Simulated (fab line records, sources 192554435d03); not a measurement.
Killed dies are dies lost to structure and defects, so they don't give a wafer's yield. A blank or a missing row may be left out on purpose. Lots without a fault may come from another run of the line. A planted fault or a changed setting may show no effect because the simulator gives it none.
Chamber matching | flow n5_finfet | N5_DUMMY_GATE_STRIP_40 on rie_diel-01: 4 sister chambers
The step strips in CF4. 4 wafers are shown with their chamber, then 9 later ones without.

WAFERS WITH THEIR CHAMBER
wafer  | chamber | throttle_valve_pct (%)
L078.3 | 0       | 13.95
L087.1 | 2       | 13.90
L087.3 | 3       | 13.52
L087.4 | 1       | 13.28

WAFERS WITHOUT THEIR CHAMBER
wafer  | throttle_valve_pct (%)
L094.1 | 13.41
L094.2 | 13.28
L094.4 | 13.33
L095.2 | 13.43
L095.3 | 13.28
L095.4 | 13.34
L097.1 | 13.43
L097.4 | 13.55
L097.5 | 13.31

WHICH CHAMBER EACH WENT THROUGH
wafer  | from the rows above     | in truth
L094.1 | can't be placed: 3 or 1 | 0
L094.2 | 1                       | 1
L094.4 | 1                       | 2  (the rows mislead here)
L095.2 | can't be placed: 3 or 1 | 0
L095.3 | 1                       | 1
L095.4 | can't be placed: 1 or 3 | 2
L097.1 | can't be placed: 3 or 1 | 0
L097.4 | 3                       | 3
L097.5 | 1                       | 1
Placed correctly: 4 of 9. Can't be placed from these rows: 4 (the true chamber is among the candidates in 0). Placed wrongly: 1.
How it was worked out, from the rows above alone: a wafer's distance from a chamber is the root of the sum, over the readings, of the square of ((its reading less the chamber's mean) divided by the reading's scatter). The wafer belongs to the nearest chamber; if the next one is less than 2 further off, it can't be placed. A chamber's mean is the mean of its shown wafers. The scatter: with one shown wafer a chamber, the root of the mean of the squares of how far each hidden wafer lies from its nearest shown one.
